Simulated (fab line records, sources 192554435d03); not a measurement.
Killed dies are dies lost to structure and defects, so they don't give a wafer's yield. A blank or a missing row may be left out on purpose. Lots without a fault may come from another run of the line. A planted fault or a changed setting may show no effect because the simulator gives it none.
Split-lot experiment | flow n5_finfet | 7 lots, 21 wafers read, on a route of 1938 steps

THE SPLIT
At N5_MOL_CONTACT_COAG_COAT_63 (time 60 s, resist thk 10 nm), the setting spin_rpm was moved away from the recipe's 1500 rpm on 6 of the 21 wafers read, by -11.1% to +10.3%. The other wafers ran this setting at the recipe's value.

FROM THE SPLIT TO THE READING: what the file shows between them, 9 steps
- N5_MOL_CONTACT_COAG_EXPOSE_37: exposes mask VD, defocus 0 nm (also split here: dose_mj)
- N5_MOL_CONTACT_COAG_PEB_38: peb time 60 s
- N5_MOL_CONTACT_COAG_DEVELOP_39: develop time 30 s
- N5_MOL_CONTACT_COAG_CD_MEAS_40: target cd 25.1 nm
- N5_MOL_CONTACT_COAG_DESCUM_45: chemistry O2, time 7 s
- N5_MOL_CONTACT_COAG_ETCH_65: etches underlayer in N2/H2, target depth 13 nm, time 10.4 s
- N5_MOL_CONTACT_COAG_ETCH_66: etches SiARC in CF4, target depth 13 nm, time 21.7 s
- N5_MOL_CONTACT_COAG_ALD_133: deposits SiO2, target thk 5 nm, pulse time 1 s, co reactant pulse time 1 s
- N5_MOL_CONTACT_COAG_ETCHBACK_134: etches SiO2 in CHF3, target depth 10 nm, time 6.7 s

THE READING
SiARC_of_MOL_CONTACT_COAG_COAT_63.thk_nm (the simulator's own value, which no gauge read), in nm, at N5_MOL_CONTACT_COAG_ETCH_67 (etches SOC in N2/H2, target depth 60 nm, overetch 21 nm, time 101.2 s). The file gives no usual value for it. The 15 wafers here that ran the recipe average 5.7 nm, standard deviation 0.17 nm.

wafer  | tool, chamber at the split | spin_rpm as run, rpm | against the recipe | SiARC_of_MOL_CONTACT_COAG_COAT_63.thk_nm, nm | against lot-mates on the recipe
L080.1 | litho_track-05, 0          | 1334                 | -11.1%             | 6.6                                          | +0.8
L080.5 | litho_track-05, 0          | 1334                 | -11.1%             | 6.6                                          | +0.8
L080.2 | litho_track-05, 0          | 1500                 | recipe             | 5.8                                          | -
L081.1 | litho_track-05, 0          | 1441                 | -3.9%              | 6.2                                          | +0.5
L081.3 | litho_track-05, 0          | 1500                 | recipe             | 5.8                                          | -
L081.4 | litho_track-05, 0          | 1500                 | recipe             | 5.6                                          | -
L090.1 | litho_track-05, 0          | 1500                 | recipe             | 5.4                                          | -
L090.6 | litho_track-05, 0          | 1500                 | recipe             | 5.4                                          | -
L090.5 | litho_track-05, 0          | 1500                 | recipe             | 6                                            | -
L091.2 | litho_track-01, 0          | 1500                 | recipe             | 5.6                                          | -
L091.5 | litho_track-01, 0          | 1500                 | recipe             | 5.6                                          | -
L091.6 | litho_track-01, 0          | 1500                 | recipe             | 5.4                                          | -
L093.2 | litho_track-01, 0          | 1655                 | +10.3%             | 5                                            | -0.8
L093.6 | litho_track-01, 0          | 1655                 | +10.3%             | 5                                            | -0.8
L093.5 | litho_track-01, 0          | 1500                 | recipe             | 5.8                                          | -
L096.1 | litho_track-05, 0          | 1500                 | recipe             | 5.8                                          | -
L096.2 | litho_track-05, 0          | 1500                 | recipe             | 5.6                                          | -
L096.3 | litho_track-05, 0          | 1500                 | recipe             | 5.6                                          | -
L097.2 | litho_track-01, 0          | 1500                 | recipe             | 5.6                                          | -
L097.4 | litho_track-01, 0          | 1576                 | +5.1%              | 5.2                                          | -0.5
L097.6 | litho_track-01, 0          | 1500                 | recipe             | 5.8                                          | -

THE FIT
A straight line over all 21 wafers: SiARC_of_MOL_CONTACT_COAG_COAT_63.thk_nm changes by -0.0778 nm for each +1% of spin_rpm; r = -0.92; the points scatter about the line by 0.17 nm.
The same after taking each lot's own level away (the mean of its wafers on the recipe; 21 wafers): -0.0775 nm for each +1%; r = -0.94; scatter 0.14 nm.
On that fit, the largest move of spin_rpm shifts the reading by 0.86 nm.
The lots' own levels span 5.53 to 5.80 nm, that is 1.6 times the standard deviation above.
So the lot-to-lot level changes the slope little: the two slopes agree.
Check: with one of the wafers moved furthest among these (-11.1%) left out of the fit, the line predicts +0.88 nm for it against its lot-mates. It came out at +0.8 nm against them.

OTHER SPLITS ON THESE WAFERS
These wafers also went through other splits before the reading. Each is held against what the fit with the lots' levels taken away leaves over:
other split on the same wafers        | wafers away from the commonest value | r with SiARC_of_MOL_CONTACT_COAG_COAT_63.thk_nm (lot level and that fit taken away)
N5_HKMG_FIN_ETCH_32 bias_w            | 8                                    | -0.10
N5_GATE_CUT_ETCH_37 bias_w            | 9                                    | +0.23
N5_MOL_CONTACT_COAG_EXPOSE_81 dose_mj | 6                                    | -0.27
N5_MOL_CONTACT_COAG_ETCH_91 source_w  | 6                                    | +0.23
N5_MOL_CONTACT_COAG_EXPOSE_37 dose_mj | 7                                    | +0.21

THE WHOLE CHAIN: every reading that the file lists as answering this split, in the file's order
step                        | what it does                                                          | reading                                                                                   | change (the file's fit)                | r (the file's)
N5_MOL_CONTACT_COAG_COAT_63 | time 60 s, resist thk 10 nm                                           | SiARC_of_MOL_CONTACT_COAG_COAT_63.thk_nm (the simulator's own value, which no gauge read) | -0.0541 nm for each +1% of the setting | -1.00
N5_MOL_CONTACT_COAG_ETCH_66 | etches SiARC in CF4, target depth 13 nm, time 21.7 s                  | etch.depth_nm (the simulator's own value, which no gauge read)                            | -0.0493 nm for each +1% of the setting | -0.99
N5_MOL_CONTACT_COAG_ETCH_67 | etches SOC in N2/H2, target depth 60 nm, overetch 21 nm, time 101.2 s | SiARC_of_MOL_CONTACT_COAG_COAT_63.thk_nm (the simulator's own value, which no gauge read) | -0.08 nm for each +1% of the setting   | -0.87

THE FILE'S OWN FIT
SiARC_of_MOL_CONTACT_COAG_COAT_63.thk_nm changes by -0.08 nm for each +1% of spin_rpm, r = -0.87.
